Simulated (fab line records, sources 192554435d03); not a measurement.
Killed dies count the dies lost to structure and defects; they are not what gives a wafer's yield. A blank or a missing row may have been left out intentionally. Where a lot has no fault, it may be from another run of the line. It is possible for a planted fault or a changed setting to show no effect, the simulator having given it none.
Chamber matching + flow n5Finfet + N5_GATE_CUT_DESCUM_18 on rieDiel-03: 4 sister chambers
The step chemistry O2, time 7 s. 4 wafers are shown with their chamber, then 10 later ones without.

WAFERS, EACH WITH ITS CHAMBER
| wafer  | chamber | drypumpMotorCurrentA (A) |
|--------|---------|--------------------------|
| L088.6 | 2       | 5.0                      |
| L089.4 | 3       | 5.7                      |
| L090.2 | 0       | 6.0                      |
| L090.4 | 1       | 6.3                      |

WAFERS WITH NO CHAMBER GIVEN
| wafer  | drypumpMotorCurrentA (A) |
|--------|--------------------------|
| L090.5 | 5.7                      |
| L091.2 | 6.4                      |
| L091.5 | 5.7                      |
| L091.6 | 5.0                      |
| L093.1 | 5.7                      |
| L093.2 | 6.0                      |
| L093.6 | 6.0                      |
| L097.2 | 6.1                      |
| L097.3 | 5.0                      |
| L097.5 | 5.7                      |

CHAMBER TAKEN BY EACH
| wafer  | from the rows above | in truth |
|--------|---------------------|----------|
| L090.5 | 3                   | 3        |
| L091.2 | 1                   | 1        |
| L091.5 | 3                   | 3        |
| L091.6 | 2                   | 2        |
| L093.1 | 3                   | 3        |
| L093.2 | 0                   | 0        |
| L093.6 | 0                   | 0        |
| L097.2 | 0                   | 0        |
| L097.3 | 2                   | 2        |
| L097.5 | 3                   | 3        |
10 of 10 placed correctly. Number that these rows cannot place: 0. Wrongly placed: 0.
How it was worked out, from the rows above alone: a wafer's distance from a chamber is the root of the sum, over the readings, of the square of ((its reading less the chamber's mean) divided by the reading's scatter). If the next closest chamber is less than 2 further off than the closest, the wafer can't be placed; otherwise it belongs to the closest. The mean given for a chamber averages the wafers shown for that chamber. The scatter (one wafer shown for each chamber): square how far every hidden wafer sits from the nearest shown wafer, average those squares and take the square root.
